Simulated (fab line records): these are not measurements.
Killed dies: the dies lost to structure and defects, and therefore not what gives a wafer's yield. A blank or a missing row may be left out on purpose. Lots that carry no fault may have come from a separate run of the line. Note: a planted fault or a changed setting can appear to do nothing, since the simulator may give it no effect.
fab line records    flow n5-finfet
record: lots: 5  wafers: 15  last-day: 19
route steps=1938 shown BEOL_M2@875 BEOL_M4@1111 PASSIVATION@1936
lots that met no fault: taken from a fault-free run of the same line
start-h: hours from the record's opening day to when the first of the lot's shown wafers began    wait-h: hours from the lot's prior step to this one    " repeats the value in the row above    L1.1+2: several wafers, shown together as one row    - no value, or no start given    * or withheld: withheld    < > ~ a bound
route shown NAME@n: names a module that has steps shown in the file, with the first one's number in the route    usual: the fault-free wafers' mean and standard deviation    same: alike in all rows    chamber/n: place in a boat    sites: the reading at each site    _std_site: the values' standard deviation    _edge_site: outer sites' mean less inner sites'    radius-mm: for every site, how far away it sits from the centre of the wafer    mask NAME#n: copy n    behind: tool/chamber where the wafer was last shaped    hold: what put the lot on hold/how long, in hours/how the hold closed    device: names the non-switching transistor (n, p or np)    end of line: tests run on the same wafers once the route is complete    a step given without rows: its recipe and nothing more    killed: not the wafer's yield, but the dies lost to structure and defects at the first sort    map: per-die view of a wafer (x killed, . not killed, _ where there is no die)
set.NAME: the setting as run; set.NAME@STEP: as run at that earlier step    model.NAME: the simulator's own value behind a step, which no gauge read
lots at selected steps of the route; one table per step, one row per wafer
services: the hour from which a tool's chamber was out of use, counted from the record's first day as start-h (under 0 if before that day), plus the number of hours and why
== steps ==
step: N5_BEOL_M2_DEVELOP_27
recipe: develop-time-s: 30  developer: TMAH  resist: CAR-EUV  rinse-liquid: surfactant-rinse  dry: air-spin  dev-temp-c: 23
step: N5_BEOL_M2_DESCUM_33
recipe: chemistry: O2  time-s: 7  source-power-w: 50  bias-power-w: 20  pressure-mtorr: 20  rf-frequency-hz: 2.712e+07  temp-c: 40  resist: CAR-EUV  o2-flow-sccm: 225
step: N5_BEOL_M2_ETCH_77
recipe: chemistry: N2/H2  target: underlayer  target-depth-a: 65  mask-material: CAR-EUV  time-s: 5.2  ion-energy-ev: 200  pressure-mtorr: 30  source-w: 840  bias-w: 150  n2-flow-sccm: 200  h2-flow-sccm: 200  ends: cleared
step: N5_BEOL_M2_ETCH_69
recipe: chemistry: CF4  target: SiARC  target-depth-a: 156  mask-material: CAR-EUV  time-s: 26  ion-energy-ev: 80  pressure-mtorr: 40  source-w: 545  bias-w: 36  Ar_flow_sccm: 100  cf4-flow-sccm: 100  ends: cleared
step: N5_BEOL_M2_ALD_98
recipe: material: SiO2  target-thk-a: 25  temp-c: 100  ald-precursor-family: BDEAS  ald-co-reactant: O2-plasma  pulse-time-s: 1  co-reactant-pulse-time-s: 1  purge-time-s: 2  co-reactant-purge-time-s: 2  ald-cycles: 17  pressure-torr: 2
step: N5_BEOL_M2_ETCHBACK_99
recipe: chemistry: CHF3  target: SiO2  target-depth-a: 50  time-s: 10.4  source-w: 215  bias-w: 47  Ar_flow_sccm: 200  CHF3_flow_sccm: 12  ion-energy-ev: 100  pressure-mtorr: 30
step: N5_BEOL_M2_ETCH_70
recipe: chemistry: N2/H2  target: SOC  target-depth-a: 800  overetch-a: 240  mask-material: SiARC  temp-c: 40  time-s: 130  ion-energy-ev: 200  pressure-mtorr: 30  source-w: 840  bias-w: 150  n2-flow-sccm: 200  h2-flow-sccm: 200
step: N5_BEOL_M2_STRIP_71
recipe: chemistry: N2/H2  temp-c: 40  n2-flow-sccm: 200  h2-flow-sccm: 200  rf-frequency-hz: 6e+07
step: N5_BEOL_M2_STRIP_78
recipe: chemistry: N2/H2  temp-c: 40  n2-flow-sccm: 200  h2-flow-sccm: 200  rf-frequency-hz: 6e+07
step: N5_BEOL_M2_VIA_ETCH_34
recipe: chemistry: C4F6/O2  target-depth-a: 694  mask-material: SOC  pressure-mtorr: 15  ion-energy-ev: 250  taper-deg: 4  time-s: 65.9  source-w: 350  bias-w: 170  Ar_flow_sccm: 300  C4F6_flow_sccm: 10  O2_flow_sccm: 10
usual: C4F6_flow_sccm: 10.00/0.031  O2_flow_sccm: 10.00/0.032  drypump-motor-current-A: 6.0/0.47  oes-product-au: 0.79/0.095  rf-vpp-V: 670/12  showerhead-plenum-p-Torr: 2.82/0.1  throttle-valve-pct: 30.7/0.34
lot.wafer  tool         chamber  start-h  wait-h  C4F6_flow_sccm  O2_flow_sccm  drypump-motor-current-A  oes-product-au  rf-hours-counter-h  rf-vpp-V  showerhead-plenum-p-Torr  throttle-valve-pct  model.SOC_of_BEOL_M2_COAT_67.thk-nm  model.SiARC_of_BEOL_M2_COAT_68.thk-nm
L223.2     rie-diel-03  2        201.63   0.0     9.96            10.00         5.3                      0.77            131                 671       2.74                      30.3                51.8                                 0
L223.3     "            3        "        "       10.03           9.98          6.5                      0.71            216                 662       2.91                      30.8                51.8                                 0
L223.5     "            2        "        "       9.95            9.97          5.3                      0.77            -                   672       2.74                      30.3                51.8                                 0
L229.2     rie-diel-03  3        247.33   0.0     -               -             -                        -               -                   -         -                         -                   60                                   6
L229.3     "            1        "        "       -               -             -                        -               -                   -         -                         -                   60                                   6
L229.4     "            3        "        "       -               -             -                        -               -                   -         -                         -                   60                                   6.2
L230.3     rie-diel-01  0        251.37   0.0     -               -             -                        -               -                   -         -                         -                   59.4                                 6.2
L230.4     "            0        "        "       -               -             -                        -               -                   -         -                         -                   59.6                                 6.2
L230.6     "            3        "        "       -               -             -                        -               -                   -         -                         -                   59.6                                 5.8
L233.1     rie-diel-01  2        261.77   0.0     -               -             -                        -               -                   -         -                         -                   60                                   6
L233.2     "            1        "        "       -               -             -                        -               -                   -         -                         -                   60                                   5.8
L233.6     "            2        "        "       -               -             -                        -               -                   -         -                         -                   60                                   6
L240.1     rie-diel-01  3        307.65   0.0     10.02           10.02         5.9                      0.86            83                  663       2.77                      30.5                51.6                                 0
L240.4     "            1        "        "       9.98            10.03         5.7                      0.84            70                  672       2.74                      30.6                51.8                                 0
L240.5     "            2        "        "       9.98            9.98          6.6                      0.72            -                   663       2.70                      31.1                52                                   0
step: N5_BEOL_M2_STRIP_83
recipe: chemistry: C4F6/O2  resist: SiARC  rf-frequency-hz: 6e+07
step: N5_BEOL_M4_RC_MEAS_101
usual: DIBL_N: 35.8/1.7  DIBL_P: 35.3/2  IOFF_N: 0.150/0.026  IOFF_P: 0.194/0.029  ION_N: 667/11  ION_P: 456/7.1  SS_N: 71.4/0.65  SS_P: 73.1/0.64  VT_N: 251/3  VT_P: -252/3.2
lot.wafer  tool       chamber  start-h  wait-h  DIBL_N[mV/V]  DIBL_P[mV/V]  IOFF_N[nA/um]  IOFF_P[nA/um]  ION_N[uA/um]  ION_P[uA/um]  SS_N[mV/dec]  SS_P[mV/dec]  VT_N[mV]  VT_P[mV]
L223.2     prober-02  0        260.58   0.2     37.2          38.2          0.161          0.218          662           455           71.8          73.8          250       -253
L223.3     "          0        "        "       37.9          36.9          0.166          0.202          673           454           72.3          73.5          251       -254
L223.5     "          0        "        "       36.1          36.6          0.150          0.195          670           454           71.4          73.7          251       -254
L240.1     prober-02  0        349.42   0.0     37.4          38.4          0.191          0.199          681           451           71.3          74.2          247       -255
L240.4     "          0        "        "       38.1          39.3          0.192          0.207          677           453           72.0          74.2          247       -252
L240.5     "          0        "        "       34.7          35.7          0.144          0.164          666           447           71.4          73.0          248       -255
step: N5_PASSIVATION_PROBE_49
usual: defect-limited-yield: 91.5/1.4  killed_at_M0_to_M3: 34/11  killed_at_M4_up: 15/6  killed-at-contacts: 11/5.9  killed-at-front-end: 37/11  killed-at-other: 3.6/2.9  killed-dies: 101/17  killed-on-rim: 13/4  killed-open: 66/12  killed-short: 33/7.8  sort_bin_5_function: 5.0/0.97  sort_bin_6_memory: 3.2/0.65  sort-n-pass: 1079/17  sort-yield-pct: 91.4/1.4
same: gross-dies: 1180  killed-at-back-side: 0  sort_bin_4_leakage[%]: 0  sort_bin_8_speed[%]: 0
lot.wafer  tool       chamber  start-h  wait-h  defect-limited-yield[%]  killed_at_M0_to_M3  killed_at_M4_up  killed-at-contacts  killed-at-front-end  killed-at-other  killed-dies  killed-on-rim  killed-open  killed-short  sort_bin_5_function[%]  sort_bin_6_memory[%]  sort-n-pass  sort-yield-pct[%]
L230.3     prober-01  -        392.47   0.1     0                        1114                20               3                   40                   3                1180         152            62           39            97.0                    2.7                   0            0
L230.4     prober-01  -        392.52   0.2     0                        1113                14               8                   43                   2                1180         152            60           39            96.4                    3.4                   0            0
L230.6     prober-01  -        392.62   0.3     0                        1111                11               9                   46                   3                1180         152            73           40            96.3                    3.5                   0            0
L229.2     prober-01  -        414.88   0.1     0                        1110                15               9                   33                   13               1180         152            70           33            96.7                    3.0                   0            0
L229.3     prober-01  -        414.93   0.1     0                        1133                14               11                  21                   1                1180         152            73           28            96.7                    3.2                   0            0
L229.4     prober-01  -        414.98   0.2     0                        1142                8                8                   20                   2                1180         152            50           27            97.6                    2.4                   0            0
L233.1     prober-01  -        418.44   0.0     0                        1119                16               10                  31                   4                1180         152            74           25            96.6                    3.0                   0            0
L233.2     prober-01  -        418.49   0.1     0                        1084                15               27                  44                   10               1180         152            83           44            95.9                    3.6                   0            0
L233.6     prober-01  -        418.69   0.3     0                        1101                23               12                  33                   11               1180         152            74           33            96.9                    3.1                   0            0
killed by level:class
L230.3 BEOL_M2:area-etch=1079 BEOL_M0_SAQP:geometric-particle:short=11 STI_FIN_REVEAL:geometric-particle:open=8 BEOL_M0_SAQP:geometric-particle:open=7 FIN_SAQP:geometric-particle:short=6 FIN_SAQP:geometric-particle:open=6 BEOL_M1:geometric-particle:open=6 BEOL_M2:geometric-particle:open=5
L230.4 BEOL_M2:area-etch=1081 BEOL_M0_SAQP:geometric-particle:short=12 STI_FIN_REVEAL:geometric-particle:open=11 GATE_CUT:geometric-particle:short=8 BEOL_M0_SAQP:geometric-particle:open=7 BEOL_M2:geometric-particle:open=7 DUMMY_GATE:geometric-particle:open=5 MOL_CONTACT_COAG:geometric-particle:open=5
L230.6 BEOL_M2:area-etch=1067 BEOL_M0_SAQP:geometric-particle:short=13 GATE_CUT:geometric-particle:short=10 BEOL_M0_SAQP:geometric-particle:open=9 STI_FIN_REVEAL:geometric-particle:open=8 GATE_CUT:geometric-particle:open=7 MOL_CONTACT_COAG:geometric-particle:open=7 BEOL_M1:geometric-particle:open=7
L229.2 BEOL_M2:area-etch=1076 MOL_CONTACT_COAG:geometric-particle:open=8 BEOL_M2:geometric-particle:open=8 BEOL_M4:geometric-particle:open=8 FIN_SAQP:geometric-particle:open=7 STI_FIN_REVEAL:geometric-particle:open=6 BEOL_M0_SAQP:geometric-particle:open=6 BEOL_M0_SAQP:geometric-particle:short=6
L229.3 BEOL_M2:area-etch=1079 BEOL_M0_SAQP:geometric-particle:open=17 BEOL_M3:geometric-particle:open=13 MOL_CONTACT_COAG:geometric-particle:open=11 BEOL_M4:geometric-particle:open=9 BEOL_M0_SAQP:geometric-particle:short=7 STI_FIN_REVEAL:geometric-particle:open=6 STARTING-WAFER:geometric-particle:short=6
L229.4 BEOL_M2:area-etch=1103 BEOL_M0_SAQP:geometric-particle:short=9 BEOL_M0_SAQP:geometric-particle:open=8 BEOL_M1:geometric-particle:open=8 BEOL_M3:geometric-particle:open=7 MOL_CONTACT_COAG:geometric-particle:open=6 DUMMY_GATE:geometric-particle:open=5 FIN_SAQP:geometric-particle:short=4
L233.1 BEOL_M2:area-etch=1081 STI_FIN_REVEAL:geometric-particle:open=17 BEOL_M1:geometric-particle:open=11 MOL_CONTACT_COAG:geometric-particle:open=10 BEOL_M4:geometric-particle:open=9 BEOL_M0_SAQP:geometric-particle:open=6 BEOL_M0_SAQP:geometric-particle:short=6 BEOL_M3:geometric-particle:open=6
L233.2 BEOL_M2:area-etch=1051 MOL_CONTACT_COAG:geometric-particle:open=21 STI_FIN_REVEAL:geometric-particle:open=16 FIN_SAQP:geometric-particle:short=10 BEOL_M1:geometric-particle:open=8 BEOL_M2:geometric-particle:open=7 MOL_CONTACT_COAG:geometric-particle:short=6 BEOL_M4:geometric-particle:open=6
L233.6 BEOL_M2:area-etch=1071 STI_FIN_REVEAL:geometric-particle:open=16 MOL_CONTACT_COAG:geometric-particle:open=12 BEOL_M0_SAQP:geometric-particle:open=8 BEOL_M4:geometric-particle:open=6 GATE_CUT:geometric-particle:short=5 BEOL_M0:geometric-particle:open=5 STI_FIN_REVEAL:geometric-particle:short=4
map L229.2 (x killed, . not)
_________________xxxxxxxxxxxx________________
______________xxxxxxxxxxxxxxxxxx_____________
___________xxxxxxxxxxxxxxxxxxxxxxxx__________
__________xxxxxxxxxxxxxxxxxxxxxxxxxx_________
________xxxxxxxxxxxxxxxxxxxxxxxxxxxxxx_______
_______xxxxxxxxxxxxxxxxxxxxxxxxxxxxxxxx______
______xxxxxxxxxxxxxxxxxxxxxxxxxxxxxxxxxx_____
_____xxxxxxxxxxxxxxxxxxxxxxxxxxxxxxxxxxxx____
____xxxxxxxxxxxxxxxxxxxxxxxxxxxxxxxxxxxxxx___
___xxxxxxxxxxxxxxxxxxxxxxxxxxxxxxxxxxxxxxxx__
___xxxxxxxxxxxxxxxxxxxxxxxxxxxxxxxxxxxxxxxx__
__xxxxxxxxxxxxxxxxxxxxxxxxxxxxxxxxxxxxxxxxxx_
__xxxxxxxxxxxxxxxxxxxxxxxxxxxxxxxxxxxxxxxxxx_
_xxxxxxxxxxxxxxxxxxxxxxxxxxxxxxxxxxxxxxxxxxxx
_xxxxxxxxxxxxxxxxxxxxxxxxxxxxxxxxxxxxxxxxxxxx
_xxxxxxxxxxxxxxxxxxxxxxxxxxxxxxxxxxxxxxxxxxxx
_xxxxxxxxxxxxxxxxxxxxxxxxxxxxxxxxxxxxxxxxxxxx
_xxxxxxxxxxxxxxxxxxxxxxxxxxxxxxxxxxxxxxxxxxxx
_xxxxxxxxxxxxxxxxxxxxxxxxxxxxxxxxxxxxxxxxxxxx
_xxxxxxxxxxxxxxxxxxxxxxxxxxxxxxxxxxxxxxxxxxxx
_xxxxxxxxxxxxxxxxxxxxxxxxxxxxxxxxxxxxxxxxxxxx
__xxxxxxxxxxxxxxxxxxxxxxxxxxxxxxxxxxxxxxxxxx_
__xxxxxxxxxxxxxxxxxxxxxxxxxxxxxxxxxxxxxxxxxx_
___xxxxxxxxxxxxxxxxxxxxxxxxxxxxxxxxxxxxxxxx__
___xxxxxxxxxxxxxxxxxxxxxxxxxxxxxxxxxxxxxxxx__
____xxxxxxxxxxxxxxxxxxxxxxxxxxxxxxxxxxxxxx___
_____xxxxxxxxxxxxxxxxxxxxxxxxxxxxxxxxxxxx____
______xxxxxxxxxxxxxxxxxxxxxxxxxxxxxxxxxx_____
_______xxxxxxxxxxxxxxxxxxxxxxxxxxxxxxxx______
________xxxxxxxxxxxxxxxxxxxxxxxxxxxxxx_______
__________xxxxxxxxxxxxxxxxxxxxxxxxxx_________
___________xxxxxxxxxxxxxxxxxxxxxxxx__________
______________xxxxxxxxxxxxxxxxxx_____________
_________________xxxxxxxxxxxx________________
map L230.3 (x killed, . not)
_________________xxxxxxxxxxxx________________
______________xxxxxxxxxxxxxxxxxx_____________
___________xxxxxxxxxxxxxxxxxxxxxxxx__________
__________xxxxxxxxxxxxxxxxxxxxxxxxxx_________
________xxxxxxxxxxxxxxxxxxxxxxxxxxxxxx_______
_______xxxxxxxxxxxxxxxxxxxxxxxxxxxxxxxx______
______xxxxxxxxxxxxxxxxxxxxxxxxxxxxxxxxxx_____
_____xxxxxxxxxxxxxxxxxxxxxxxxxxxxxxxxxxxx____
____xxxxxxxxxxxxxxxxxxxxxxxxxxxxxxxxxxxxxx___
___xxxxxxxxxxxxxxxxxxxxxxxxxxxxxxxxxxxxxxxx__
___xxxxxxxxxxxxxxxxxxxxxxxxxxxxxxxxxxxxxxxx__
__xxxxxxxxxxxxxxxxxxxxxxxxxxxxxxxxxxxxxxxxxx_
__xxxxxxxxxxxxxxxxxxxxxxxxxxxxxxxxxxxxxxxxxx_
_xxxxxxxxxxxxxxxxxxxxxxxxxxxxxxxxxxxxxxxxxxxx
_xxxxxxxxxxxxxxxxxxxxxxxxxxxxxxxxxxxxxxxxxxxx
_xxxxxxxxxxxxxxxxxxxxxxxxxxxxxxxxxxxxxxxxxxxx
_xxxxxxxxxxxxxxxxxxxxxxxxxxxxxxxxxxxxxxxxxxxx
_xxxxxxxxxxxxxxxxxxxxxxxxxxxxxxxxxxxxxxxxxxxx
_xxxxxxxxxxxxxxxxxxxxxxxxxxxxxxxxxxxxxxxxxxxx
_xxxxxxxxxxxxxxxxxxxxxxxxxxxxxxxxxxxxxxxxxxxx
_xxxxxxxxxxxxxxxxxxxxxxxxxxxxxxxxxxxxxxxxxxxx
__xxxxxxxxxxxxxxxxxxxxxxxxxxxxxxxxxxxxxxxxxx_
__xxxxxxxxxxxxxxxxxxxxxxxxxxxxxxxxxxxxxxxxxx_
___xxxxxxxxxxxxxxxxxxxxxxxxxxxxxxxxxxxxxxxx__
___xxxxxxxxxxxxxxxxxxxxxxxxxxxxxxxxxxxxxxxx__
____xxxxxxxxxxxxxxxxxxxxxxxxxxxxxxxxxxxxxx___
_____xxxxxxxxxxxxxxxxxxxxxxxxxxxxxxxxxxxx____
______xxxxxxxxxxxxxxxxxxxxxxxxxxxxxxxxxx_____
_______xxxxxxxxxxxxxxxxxxxxxxxxxxxxxxxx______
________xxxxxxxxxxxxxxxxxxxxxxxxxxxxxx_______
__________xxxxxxxxxxxxxxxxxxxxxxxxxx_________
___________xxxxxxxxxxxxxxxxxxxxxxxx__________
______________xxxxxxxxxxxxxxxxxx_____________
_________________xxxxxxxxxxxx________________
== services ==
tool         chamber  start-h  hours  kind
rie-diel-03  1        182.04   -      clean
rie-diel-03  1        182.04   -      consumable-replace:focus-ring
rie-diel-03  1        182.04   21.0   scheduled-down
rie-diel-03  1        182.04   21.0   vent-cycle
rie-diel-01  2        196.01   16.2   repair
rie-diel-01  0        236.26   2.0    repair
rie-diel-03  0        237.96   -      clean
rie-diel-03  0        237.96   -      consumable-replace:focus-ring
rie-diel-03  0        237.96   -      consumable-replace:showerhead
rie-diel-03  0        237.96   22.2   scheduled-down
rie-diel-03  0        237.96   22.2   vent-cycle
rie-diel-01  1        242.72   9.3    repair
rie-diel-03  1        252.93   10.3   repair
rie-diel-03  3        303.59   -      clean
rie-diel-03  3        303.59   -      consumable-replace:focus-ring
rie-diel-03  3        303.59   24.1   scheduled-down
rie-diel-03  3        303.59   24.1   vent-cycle
== key ==
first-sign: step: N5_BEOL_M2_VIA_ETCH_34  reading: tool-record  direction: missing
effect: step: N5_PASSIVATION_PROBE_49  reading: killed_at_M0_to_M3  direction: up  sigmas: 99+  usual: 34  struck: 1114
model-effect: step: N5_BEOL_M2_VIA_ETCH_34  value: SOC_of_BEOL_M2_COAT_67.thk-nm  without: 51.78  struck: 59.84
more-kills-born-at: N5_BEOL_M2_VIA_ETCH_34@rie-diel-01: 6430  N5_BEOL_M2_VIA_ETCH_34@rie-diel-03: 3258
met-at N5_BEOL_M2_VIA_ETCH_34
struck-wafers L229.2,L229.3,L229.4,L230.3,L230.4,L230.6,L233.1,L233.2,L233.6
later-rows-left-out L229.2,L229.3,L229.4,L230.3,L230.4,L230.6,L233.1,L233.2,L233.6
onset-between 201.63 247.33
fault: kind: skipped-step-whole  tool: rie-diel-01,rie-diel-03  chamber: -  onset-h: 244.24  steps: N5_BEOL_M2_VIA_ETCH_34  scope: struck-lots-only
later-rows-left-out: the simulator's readings of these wafers behind a module that went badly wrong aren't trusted and aren't shown, but for the sort
